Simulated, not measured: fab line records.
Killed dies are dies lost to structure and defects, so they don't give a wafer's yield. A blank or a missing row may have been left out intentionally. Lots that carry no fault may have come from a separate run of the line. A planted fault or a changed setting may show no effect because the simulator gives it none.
Chamber matching + flow nand-harc + NHARC_P_M0_ETCH_34 on rie-diel-11 has 4 sister chambers
The step etches the open film in N2/H2, target depth 40 nm, overetch 12 nm, time 43.94 s. 18 wafers are shown with their chamber, then 9 later ones without.

## EACH WAFER AND ITS CHAMBER
| wafer  | chamber | drypump-motor-current-A (A) | showerhead-plenum-p-Torr (Torr) | rf-vpp-V (V) |
|--------|---------|-----------------------------|---------------------------------|--------------|
| L074.1 | 1       | 5.7                         | 2.13                            | 434          |
| L074.2 | 0       | 4.9                         | 1.99                            | 428          |
| L074.3 | 2       | 5.8                         | 2.01                            | 430          |
| L075.2 | 3       | 5.8                         | 2.17                            | 434          |
| L075.3 | 1       | 5.7                         | 2.13                            | 433          |
| L075.6 | 1       | 5.7                         | 2.13                            | 433          |
| L076.1 | 3       | 5.8                         | 2.17                            | 433          |
| L076.5 | 1       | 5.7                         | 2.13                            | 432          |
| L076.6 | 2       | 5.8                         | 2.01                            | 429          |
| L080.1 | 0       | 4.9                         | 1.98                            | 430          |
| L080.4 | 1       | 5.7                         | 2.13                            | 433          |
| L080.5 | 0       | 4.9                         | 1.98                            | 430          |
| L081.2 | 1       | 5.7                         | 2.13                            | 433          |
| L081.3 | 0       | 4.9                         | 1.98                            | 431          |
| L081.4 | 2       | 5.8                         | 2.00                            | 429          |
| L090.3 | 3       | 5.9                         | 2.16                            | 434          |
| L090.4 | 2       | 5.8                         | 2.00                            | 431          |
| L090.5 | 3       | 5.8                         | 2.16                            | 434          |

SIGNATURES, as means of the wafers listed above
| reading                  | chamber 0 | chamber 1 | chamber 2 | chamber 3 | scatter within a chamber |
|--------------------------|-----------|-----------|-----------|-----------|--------------------------|
| drypump-motor-current-A  | 4.900     | 5.700     | 5.800     | 5.825     | 0.0231                   |
| showerhead-plenum-p-Torr | 1.9825    | 2.1300    | 2.0050    | 2.1650    | 0.00443                  |
| rf-vpp-V                 | 429.75    | 433.00    | 429.75    | 433.75    | 0.856                    |
Rule: for each reading, subtract the chamber's mean from the wafer's reading, divide by that reading's scatter and square the result; add these up over the readings and take the root, which gives the wafer's distance from the chamber. If the next closest chamber is less than 2 further off than the closest, the wafer can't be placed; otherwise it belongs to the closest. The scatter is the square root of a quotient: the sum, over the shown wafers, of each reading's squared deviation from its chamber's mean, divided by wafers minus chambers.

## WAFERS WHOSE CHAMBER IS MISSING
| wafer  | drypump-motor-current-A (A) | showerhead-plenum-p-Torr (Torr) | rf-vpp-V (V) |
|--------|-----------------------------|---------------------------------|--------------|
| L092.2 | 5.8                         | 2.00                            | 428          |
| L092.5 | 5.7                         | 2.12                            | 433          |
| L092.6 | 5.8                         | 2.00                            | 430          |
| L094.1 | 5.8                         | 2.00                            | 430          |
| L094.3 | 4.9                         | 1.98                            | 429          |
| L094.4 | 5.8                         | 2.16                            | 434          |
| L096.4 | 5.9                         | 2.00                            | 429          |
| L096.5 | 5.8                         | 2.12                            | 433          |
| L096.6 | 4.9                         | 1.98                            | 429          |

## WHICH CHAMBER EACH ONE RAN IN
| wafer  | from the rows above | in truth |
|--------|---------------------|----------|
| L092.2 | 2                   | 2        |
| L092.5 | 1                   | 1        |
| L092.6 | 2                   | 2        |
| L094.1 | 2                   | 2        |
| L094.3 | 0                   | 0        |
| L094.4 | 3                   | 3        |
| L096.4 | 2                   | 2        |
| L096.5 | 1                   | 1        |
| L096.6 | 0                   | 0        |
Placed correctly: 9 of 9. Not placeable from these rows: 0. Wrongly placed: 0.
